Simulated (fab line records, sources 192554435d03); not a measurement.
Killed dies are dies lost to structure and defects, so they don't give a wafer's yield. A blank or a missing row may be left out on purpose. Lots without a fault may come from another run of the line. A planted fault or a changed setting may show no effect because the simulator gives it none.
fab line records | flow n5_finfet | part 1 of 2: steps 1 to 4 of 6
record lots=23 wafers=69 last_day=19
route steps=1938 shown HKMG_FIN@452 GATE_CUT@470
lots that met no fault: from a run of the same line without faults
start_h: hours from the record's first day to the start of the lot's first wafer shown | wait_h: hours since the lot's step before | " the same as in the row above | L1.1+2: a row that stands for several wafers | - no value, or no start given | * or withheld: withheld | < > ~ a bound
route shown NAME@n: a module of which the file shows steps, and the number in the route of the first | usual: mean/standard deviation of fault-free wafers | same: alike in all rows | chamber/n: place in a boat | sites: the reading at each site | _std_site: their standard deviation | _edge_site: outer sites' mean less inner sites' | radius_mm: how far each site lies from the wafer's centre | mask NAME#n: copy n | behind: the tool/chamber that last shaped the wafer | hold: why the lot was held/for how many hours/how that ended | device: the transistor (n, p or np) that didn't switch | end of line: the same wafers' tests at the end of the route | a step without rows: its recipe alone | killed: dies lost to structure and defects at the first sort, not the wafer's yield | map: a wafer's dies, x killed, . not, _ none there
set.NAME: the setting as run; set.NAME@STEP: as run at that earlier step | model.NAME: the simulator's own value behind a step, which no gauge read
steps of the route over a sample of lots; a table a step, a row a wafer
services: from which hour (start_h, from the record's first day; less than 0 if before it) a tool's chamber was out of use, for how many hours, and why
## steps
# step N5_HKMG_FIN_STRIP_90
# recipe chemistry=N2/H2 material=SOC time_s=20 power_w=500 temp_c=40 pressure_mtorr=50 rf_frequency_hz=6e+07 bias_power_w=8 h2_frac=0.5 n2_flow_sccm=300 h2_flow_sccm=300
# usual drypump_motor_current_A=5.6/0.45 oes_product_au=0.77/0.096 power_w=500.0/1.4 rf_fwd_power_W=497.5/1.4 rf_vpp_V=54.3/0.81 showerhead_plenum_p_Torr=3.36/0.12 throttle_valve_pct=18.8/0.35
# columns lot.wafer tool chamber start_h wait_h drypump_motor_current_A oes_product_au power_w rf_fwd_power_W rf_hours_counter_h rf_vpp_V showerhead_plenum_p_Torr throttle_valve_pct
L074.2 rie_diel-03 1 75.81 0.0 5.8 0.69 500.6 496.9 185 54.8 3.33 18.7
L074.3 " 3 " " 4.8 0.68 500.3 496.4 235 54.3 3.18 19.2
L074.5 " 3 " " 4.8 0.67 501.9 498.9 - 54.3 3.18 19.2
L075.3 rie_diel-03 2 85.09 0.0 5.2 0.76 500.3 498.4 150 53.5 3.21 18.7
L075.4 " 3 " " 4.9 0.68 501.5 496.4 236 52.4 3.18 19.2
L075.6 " 2 " " 5.2 0.76 501.2 499.0 - 53.9 3.21 18.7
L076.1 rie_diel-02 2 99.51 0.0 5.3 0.80 499.6 494.0 91 53.5 3.50 18.9
L076.5 " 0 " " 6.4 0.88 502.1 495.5 - 54.7 3.38 18.5
L076.6 " 1 " " 5.5 0.70 500.1 497.5 - 54.0 3.35 19.5
L077.1 rie_diel-04 0 105.48 0.0 5.8 0.73 498.0 496.9 183 55.2 3.51 19.3
L077.2 " 1 " " 5.7 0.79 500.0 498.8 156 55.5 3.38 19.2
L077.5 " 2 " " 6.2 0.69 500.8 494.7 - 53.9 3.17 19.0
L078.2 rie_diel-04 3 108.14 0.0 6.0 0.67 501.5 495.7 246 52.5 3.46 19.2
L078.3 " 1 " " 5.7 0.78 498.4 496.5 156 53.3 3.37 19.1
L078.6 " 3 " " 6.0 0.67 501.4 496.1 - 53.6 3.46 19.2
L079.1 rie_diel-03 3 113.78 0.0 4.8 0.67 498.3 498.2 244 55.0 3.17 19.2
L079.2 " 1 " " 5.8 0.67 502.2 499.4 198 54.2 3.33 18.7
L079.3 " 2 " " 5.3 0.75 500.7 498.7 161 55.2 3.20 18.7
L080.1 rie_diel-03 2 116.42 0.0 5.3 0.75 500.7 497.5 162 55.2 3.20 18.7
L080.3 " 3 " " 4.9 0.67 501.2 496.6 245 55.1 3.17 19.2
L080.4 " 0 " " 5.0 0.90 500.0 498.6 20 54.2 3.40 18.3
L081.1 rie_diel-04 1 124.25 0.0 5.7 0.77 499.9 497.1 163 55.8 3.37 19.2
L081.2 " 0 " " 5.8 0.72 497.5 499.0 191 54.7 3.51 19.3
L081.4 " 0 " " 5.8 0.72 498.4 499.7 - 55.0 3.50 19.3
L082.1 rie_diel-02 1 125.90 0.0 5.5 0.69 500.9 496.4 227 53.4 3.34 19.5
L082.2 " 0 " " 6.3 0.87 499.5 498.7 59 52.3 3.37 18.5
L082.5 " 0 " " 6.4 0.87 501.4 498.6 - 54.3 3.37 18.5
L083.1 rie_diel-04 2 134.47 0.0 6.2 0.67 502.8 497.6 255 55.8 3.16 19.0
L083.2 " 0 " " 5.8 0.71 499.7 497.9 197 54.3 3.50 19.3
L083.5 " 2 " " 6.2 0.68 500.6 496.9 - 54.1 3.16 19.0
L084.2 rie_diel-03 0 139.31 0.0 5.0 0.88 500.4 496.8 27 54.8 3.39 18.3
L084.4 " 0 " " 5.0 0.88 499.0 494.4 - 55.4 3.39 18.3
L084.6 " 2 " " 5.2 0.74 502.6 498.8 - 53.2 3.20 18.8
L085.3 rie_diel-04 3 146.96 0.1 6.0 0.94 499.1 498.0 - 53.9 3.46 18.8
L085.5 " 3 " " 6.0 0.93 499.4 497.7 - 55.0 3.46 18.8
L085.6 " 0 " " 5.8 0.71 497.1 499.4 - 54.2 3.50 19.3
L087.4 rie_diel-03 3 158.90 0.0 4.9 0.96 503.3 497.5 1 54.5 3.58 18.8
L087.5 " 0 " " 5.0 0.86 500.7 497.7 - 54.5 3.39 18.3
L087.6 " 3 " " 4.9 0.97 501.9 499.5 - 54.4 3.57 18.8
L088.1 rie_diel-02 0 164.37 0.0 6.3 0.85 499.8 496.1 75 54.0 3.37 18.5
L088.2 " 1 " " 5.5 0.68 500.5 496.7 241 54.5 3.33 19.5
L088.4 " 3 " " 5.7 0.98 499.7 495.9 1 54.9 3.27 18.2
L089.1 rie_diel-03 2 170.23 0.0 5.2 0.74 498.7 499.2 181 54.2 3.19 18.8
L089.3 " 3 " " 4.9 0.94 498.2 498.4 4 55.0 3.57 18.8
L089.5 " 1 " " 5.8 0.66 499.2 496.5 - 53.8 3.32 18.7
L090.1 rie_diel-04 3 175.77 0.0 6.0 0.90 498.6 499.1 18 54.1 3.45 18.8
L090.2 " 1 " " 5.7 0.76 497.9 496.6 178 53.7 3.36 19.2
L090.4 " 0 " " 5.8 0.71 499.3 497.6 212 55.0 3.49 19.4
L091.1 rie_diel-03 0 182.08 0.0 5.0 0.85 500.1 496.2 44 53.4 3.38 18.3
L091.3 " 2 " " 5.2 0.73 498.7 496.7 185 54.2 3.19 18.8
L091.6 " 3 " " 4.8 0.92 499.8 497.3 - 55.0 3.57 18.8
L092.3 rie_diel-02 0 190.99 0.0 6.4 0.83 499.1 498.5 82 54.2 3.36 18.5
L092.4 " 2 " " 5.2 0.77 499.6 497.7 124 54.4 3.48 19.0
L092.5 " 2 " " 5.3 0.77 497.5 497.3 - 54.1 3.49 19.0
L093.1 rie_diel-02 2 194.08 0.0 5.3 0.76 497.3 497.8 126 54.8 3.48 18.9
L093.3 " 3 " " 5.7 0.94 498.1 496.1 12 54.0 3.26 18.2
L093.5 " 3 " " 5.7 0.95 498.9 497.5 - 54.2 3.26 18.2
L094.1 rie_diel-02 2 200.51 0.0 5.3 0.77 499.4 501.7 130 55.1 3.48 19.0
L094.2 " 3 " " 5.7 0.93 498.2 495.9 16 54.4 3.26 18.3
L094.5 " 3 " " 5.7 0.92 502.4 496.8 - 53.9 3.26 18.3
L095.1 rie_diel-04 3 204.94 0.0 6.1 0.87 500.2 498.8 27 54.3 3.45 18.8
L095.5 " 0 " " 5.8 0.69 499.6 498.4 - 53.9 3.49 19.4
L095.6 " 1 " " 5.7 0.75 500.5 501.0 - 53.9 3.36 19.2
L096.3 rie_diel-03 3 213.74 0.0 4.9 0.89 500.3 496.4 19 53.6 3.56 18.8
L096.5 " 1 " " 5.8 0.65 503.2 496.4 - 54.6 3.31 18.8
L096.6 " 2 " " 5.3 0.73 498.4 496.7 - 54.4 3.19 18.8
L097.1 rie_diel-03 0 217.84 0.0 5.0 0.84 498.7 496.4 54 53.8 3.38 18.4
L097.3 " 1 " " 5.9 0.65 498.0 494.8 235 53.8 3.31 18.8
L097.5 " 2 " " 5.3 0.72 501.5 499.7 - 55.3 3.19 18.8
# step N5_HKMG_FIN_CMP_23
# recipe stop_on=SiNx t_overpolish_s=10 post_cmp_clean=rinse_only down_force_psi=4 platen_rpm=50.289 pad_velocity_m_s=1.0006 target_thk_nm=46.326
# usual motor_current_A=12.1/1.1 overpolish_run_s=9.97/0.25 retaining_ring_pressure_frac=0.999/0.0046 time_to_endpoint_s=12.8/2.6
# columns lot.wafer tool chamber start_h wait_h motor_current_A overpolish_run_s retaining_ring_pressure_frac time_to_endpoint_s
L074.3 cmp-03 1 77.11 0.1 12.6 10.00 0.999 13.9
L074.2 " 2 " " 10.8 10.00 1.003 14.4
L074.5 " 0 " " 12.5 10.01 0.999 9.8
L075.3 cmp-03 0 86.42 0.0 13.5 10.01 1.001 12.3
L075.4 " 2 " " 10.2 9.99 1.007 13.6
L075.6 " 1 " " 13.5 9.98 0.996 14.8
L076.1 cmp-04 0 101.01 0.2 12.2 10.01 0.999 10.8
L076.5 " 2 " " 12.9 10.00 1.001 9.8
L076.6 " 3 " " 11.2 9.99 0.995 9.2
L077.2 cmp-02 2 106.89 0.1 10.4 10.01 1.003 11.4
L077.1 " 0 " " 14.3 9.99 1.001 11.3
L077.5 " 2 " " 9.9 10.02 1.004 11.3
L078.2 cmp-02 2 109.55 0.2 10.2 10.01 0.998 13.7
L078.3 " 0 " " 15.3 10.00 0.999 10.6
L078.6 " 1 " " 11.6 10.01 0.991 10.2
L079.2 cmp-04 0 115.00 0.0 11.5 10.00 0.994 10.0
L079.1 " 2 " " 13.1 10.00 1.001 8.4
L079.3 " 3 " " 10.8 10.00 0.996 6.9
L080.1 cmp-04 3 117.66 0.0 11.6 9.99 1.008 13.4
L080.3 " 0 " " 12.9 10.00 0.997 14.2
L080.4 " 2 " " 13.0 10.00 1.002 14.0
L081.4 cmp-04 0 125.55 0.0 12.8 10.00 1.004 9.0
L081.2 " 2 " " 13.0 10.00 0.998 8.5
L081.1 " 3 " " 11.6 10.00 1.001 10.7
L082.2 cmp-03 1 127.12 0.0 12.2 10.01 0.992 18.6
L082.1 " 0 " " 13.1 9.99 0.993 17.2
L082.5 " 1 " " 13.2 10.00 0.991 17.2
L083.2 cmp-04 1 135.77 0.1 13.0 9.99 1.001 11.7
L083.1 " 3 " " 10.8 9.99 0.999 8.8
L083.5 " 1 " " 12.3 9.99 0.997 9.9
L084.4 cmp-04 2 140.61 0.1 12.6 9.99 1.001 13.0
L084.2 " 0 " " 12.2 9.99 1.006 14.3
L084.6 " 2 " " 12.9 10.00 0.993 9.5
L085.3 cmp-03 0 148.18 0.0 13.2 10.02 0.994 12.2
L085.5 " 0 " " 12.5 10.00 1.000 12.9
L085.6 " 1 " " 12.2 9.99 1.002 15.8
L087.4 cmp-04 3 160.12 0.0 10.9 10.00 0.996 12.1
L087.6 " 3 " " 10.5 10.00 0.995 10.8
L087.5 " 0 " " 12.8 10.00 1.003 12.3
L088.1 cmp-02 0 165.66 0.1 14.8 9.99 0.995 13.5
L088.4 " 1 " " 11.0 10.00 1.002 14.3
L088.2 " 2 " " 10.2 10.00 0.992 14.6
L089.1 cmp-02 3 171.56 0.1 13.1 9.99 0.995 15.3
L089.3 " 1 " " 11.7 10.00 1.001 14.6
L089.5 " 2 " " 9.7 10.00 1.006 14.8
L090.2 cmp-04 0 177.06 0.1 11.8 10.00 0.997 15.4
L090.4 " 1 " " 12.3 10.01 0.999 15.8
L090.1 " 2 " " 12.8 10.00 0.992 11.6
L091.3 cmp-04 3 183.42 0.0 10.8 10.02 1.001 10.6
L091.1 " 2 " " 12.8 10.00 0.997 10.8
L091.6 " 3 " " 11.7 10.00 1.000 11.8
L092.4 cmp-02 3 192.28 0.1 13.1 10.01 1.003 13.3
L092.3 " 0 " " 14.6 9.99 1.001 10.9
L092.5 " 2 " " 9.9 9.99 0.999 13.0
L093.1 cmp-04 1 195.56 0.2 12.9 10.00 1.004 12.8
L093.3 " 2 " " 12.7 10.01 0.993 12.3
L093.5 " 3 " " 11.4 9.99 0.995 11.2
L094.1 cmp-03 3 202.04 0.2 11.0 9.99 0.991 15.5
L094.2 " 1 " " 13.0 10.01 1.005 14.3
L094.5 " 2 " " 10.6 10.00 0.996 13.8
L095.1 cmp-03 3 206.55 0.3 11.4 10.00 1.000 12.1
L095.5 " 0 " " 12.8 10.01 1.005 11.0
L095.6 " 1 " " 12.9 9.98 0.994 14.5
L096.3 cmp-03 3 215.20 0.3 11.3 10.01 1.001 12.4
L096.6 " 0 " " 13.0 10.00 1.002 10.5
L096.5 " 1 " " 12.6 10.00 1.006 12.8
L097.1 cmp-03 1 219.18 0.0 12.5 10.00 1.000 11.5
L097.3 " 3 " " 11.4 9.99 1.000 12.6
L097.5 " 1 " " 12.9 10.00 1.001 12.8
# step N5_HKMG_FIN_INSPECT_28
# recipe inspect_instrument=darkfield mode=post_cmp
# usual raw_defect_count=41/18
# columns lot.wafer tool chamber start_h wait_h raw_defect_count
L074.2 defect_inspect-02 - 77.74 0.0 42
L074.3 " - " " 34
L074.5 " - " " 37
L075.3 defect_inspect-02 - 87.14 0.0 51
L075.4 " - " " 38
L075.6 " - " " 22
L076.1 defect_inspect-01 - 101.56 0.0 54
L076.5 " - " " 60
L076.6 " - " " 61
L077.1 defect_inspect-01 - 107.52 0.0 57
L077.2 " - " " 43
L077.5 " - " " 34
L078.2 defect_inspect-01 - 110.18 0.0 43
L078.3 " - " " 37
L078.6 " - " " 34
L079.1 defect_inspect-01 - 115.71 0.0 40
L079.2 " - " " 31
L079.3 " - " " 50
L080.1 defect_inspect-01 - 118.38 0.0 27
L080.3 " - " " 15
L080.4 " - " " 37
L081.1 defect_inspect-01 - 126.26 0.0 50
L081.2 " - " " 20
L081.4 " - " " 37
L082.1 defect_inspect-01 - 127.83 0.0 33
L082.2 " - " " 13
L082.5 " - " " 21
L083.1 defect_inspect-02 - 136.40 0.0 36
L083.2 " - " " 41
L083.5 " - " " 48
L084.2 defect_inspect-02 - 141.24 0.0 40
L084.4 " - " " 30
L084.6 " - " " 24
L085.3 defect_inspect-02 - 148.91 0.0 19
L085.5 " - " " 42
L085.6 " - " " 32
L087.4 defect_inspect-01 - 160.83 0.0 30
L087.5 " - " " 22
L087.6 " - " " 17
L088.1 defect_inspect-02 - 166.30 0.0 79
L088.2 " - " " 122
L088.4 " - " " 79
L089.1 defect_inspect-01 - 172.20 0.0 36
L089.3 " - " " 68
L089.5 " - " " 70
L090.1 defect_inspect-02 - 177.69 0.0 60
L090.2 " - " " 38
L090.4 " - " " 86
L091.1 defect_inspect-02 - 184.13 0.0 39
L091.3 " - " " 45
L091.6 " - " " 28
L092.3 defect_inspect-01 - 192.92 0.0 28
L092.4 " - " " 23
L092.5 " - " " 15
L093.1 defect_inspect-01 - 196.11 0.0 41
L093.3 " - " " 41
L093.5 " - " " 30
L094.1 defect_inspect-01 - 202.67 0.0 18
L094.2 " - " " 22
L094.5 " - " " 5
L095.1 defect_inspect-01 - 207.02 0.0 25
L095.5 " - " " 48
L095.6 " - " " 39
L096.3 defect_inspect-02 - 215.67 0.0 26
L096.5 " - " " 38
L096.6 " - " " 44
L097.1 defect_inspect-02 - 219.89 0.0 52
L097.3 " - " " 34
L097.5 " - " " 40
# step N5_GATE_CUT_STRIP_59
# recipe chemistry=N2/H2 time_s=20 power_w=100 temp_c=40 pressure_mtorr=100 rf_frequency_hz=6e+07 bias_power_w=3 n2_flow_sccm=300 h2_flow_sccm=300
# usual drypump_motor_current_A=5.79/0.29 oes_product_au=0.78/0.063 rf_vpp_V=45.2/0.89 showerhead_plenum_p_Torr=3.36/0.11 throttle_valve_pct=12.21/0.25
# columns lot.wafer tool chamber start_h wait_h drypump_motor_current_A oes_product_au rf_hours_counter_h rf_vpp_V showerhead_plenum_p_Torr throttle_valve_pct
L074.2 rie_diel-06 0 78.16 0.1 5.89 0.78 119 47.6 3.51 12.23
L074.3 " 3 " " 5.41 0.88 19 45.1 3.59 12.03
L074.5 " 3 " " 5.42 0.90 - 45.9 3.59 12.03
L075.3 rie_diel-01 0 87.57 0.1 5.63 0.87 38 43.7 3.30 11.73
L075.4 " 1 " " 6.11 0.88 39 45.1 3.45 12.16
L075.6 " 2 " " 5.66 0.73 - 44.8 3.51 12.48
L076.1 rie_diel-05 0 102.25 0.1 5.78 0.74 161 45.1 3.35 12.25
L076.5 " 0 " " 5.83 0.75 - 44.2 3.35 12.26
L076.6 " 3 " " 5.75 0.86 - 47.1 3.30 11.80
L077.1 rie_diel-05 2 108.29 0.1 5.66 0.72 212 45.6 3.34 12.56
L077.2 " 3 " " 5.77 0.85 64 44.6 3.30 11.81
L077.5 " 0 " " 5.76 0.74 - 45.7 3.35 12.26
L078.2 rie_diel-05 2 110.61 0.1 5.65 0.73 212 45.9 3.34 12.55
L078.3 " 0 " " 5.80 0.75 163 47.1 3.35 12.28
L078.6 " 2 " " 5.67 0.72 - 45.1 3.34 12.55
L079.1 rie_diel-06 0 116.14 0.1 5.90 0.77 130 45.9 3.51 12.26
L079.2 " 1 " " 6.27 0.75 193 44.9 3.24 12.09
L079.3 " 3 " " 5.42 0.88 30 45.4 3.58 12.04
L080.1 rie_diel-01 0 118.80 0.1 5.66 0.85 46 44.3 3.29 11.73
L080.3 " 3 " " 5.86 0.67 247 45.1 3.42 12.19
L080.4 " 2 " " 5.69 0.71 192 45.8 3.51 12.49
L081.1 rie_diel-01 3 126.69 0.1 5.85 0.68 250 45.4 3.42 12.21
L081.2 " 1 " " 6.12 0.86 50 46.0 3.45 12.17
L081.4 " 0 " " 5.67 0.86 48 46.8 3.29 11.74
L082.1 rie_diel-05 1 128.26 0.1 5.20 0.73 157 46.6 3.22 12.29
L082.2 " 3 " " 5.77 0.85 71 46.5 3.29 11.81
L082.5 " 3 " " 5.77 0.85 - 44.1 3.29 11.82
L083.1 rie_diel-06 3 136.83 0.1 5.41 0.86 35 45.9 3.58 12.07
L083.2 " 1 " " 6.26 0.75 198 45.9 3.23 12.07
L083.5 " 2 " " 6.01 0.78 - 43.2 3.29 12.45
L084.2 rie_diel-06 0 141.84 0.1 5.90 0.76 136 44.8 3.50 12.26
L084.4 " 2 " " 6.06 0.79 113 45.3 3.29 12.44
L084.6 " 2 " " 6.02 0.78 - 44.5 3.29 12.44
L085.3 rie_diel-01 3 149.40 0.1 5.86 0.68 256 45.8 3.42 12.21
L085.5 " 1 " " 6.09 0.84 - 47.1 3.44 12.21
L085.6 " 0 " " 5.68 0.83 - 44.9 3.29 11.76
L087.4 rie_diel-05 2 161.26 0.1 5.68 0.71 227 45.1 3.33 12.59
L087.5 " 3 " " 5.78 0.84 - 44.7 3.29 11.85
L087.6 " 0 " " 5.75 0.74 - 45.8 3.34 12.28
L088.1 rie_diel-06 2 166.75 0.1 6.02 0.77 120 44.5 3.29 12.44
L088.2 " 1 " " 6.26 0.73 206 45.6 3.23 12.08
L088.4 " 0 " " 5.88 0.75 144 44.9 3.50 12.30
L089.1 rie_diel-06 1 172.62 0.1 6.26 0.74 208 46.1 3.23 12.10
L089.3 " 3 " " 5.44 0.85 46 45.9 3.57 12.10
L089.5 " 3 " " 5.43 0.85 - 45.4 3.57 12.10
L090.1 rie_diel-06 1 178.12 0.1 6.29 0.74 209 44.6 3.23 12.10
L090.2 " 3 " " 5.43 0.85 47 46.9 3.57 12.11
L090.4 " 1 " " 6.27 0.74 - 44.2 3.23 12.12
L091.1 rie_diel-06 3 184.56 0.1 5.41 0.85 50 45.2 3.57 12.11
L091.3 " 0 " " 5.90 0.75 147 45.2 3.50 12.28
L091.6 " 2 " " 6.06 0.76 - 44.6 3.28 12.48
L092.3 rie_diel-05 2 193.34 0.1 5.67 0.70 233 44.3 3.33 12.59
L092.4 " 3 " " 5.78 0.83 88 45.9 3.29 11.86
L092.5 " 2 " " 5.69 0.70 - 46.3 3.33 12.61
L093.1 rie_diel-01 0 196.60 0.1 5.70 0.82 71 46.4 3.28 11.80
L093.3 " 2 " " 5.67 0.69 210 45.3 3.50 12.55
L093.5 " 0 " " 5.70 0.82 - 45.3 3.28 11.79
L094.1 rie_diel-06 2 203.16 0.1 6.02 0.76 129 45.2 3.28 12.47
L094.2 " 3 " " 5.41 0.84 54 45.0 3.57 12.12
L094.5 " 1 " " 6.25 0.73 - 44.2 3.22 12.12
L095.1 rie_diel-05 1 207.72 0.1 5.19 0.71 181 45.3 3.20 12.34
L095.5 " 2 " " 5.65 0.70 - 45.8 3.32 12.62
L095.6 " 3 " " 5.78 0.82 - 44.7 3.28 11.87
L096.3 rie_diel-01 0 216.36 0.1 5.68 0.81 77 44.9 3.28 11.83
L096.5 " 3 " " 5.86 0.91 - 45.6 3.41 11.61
L096.6 " 2 " " 5.67 0.69 - 45.1 3.49 12.55
L097.1 rie_diel-05 0 220.36 0.1 5.79 0.72 198 44.6 3.33 12.35
L097.3 " 1 " " 5.20 0.71 185 44.7 3.20 12.37
L097.5 " 3 " " 5.76 0.82 - 44.4 3.28 11.88
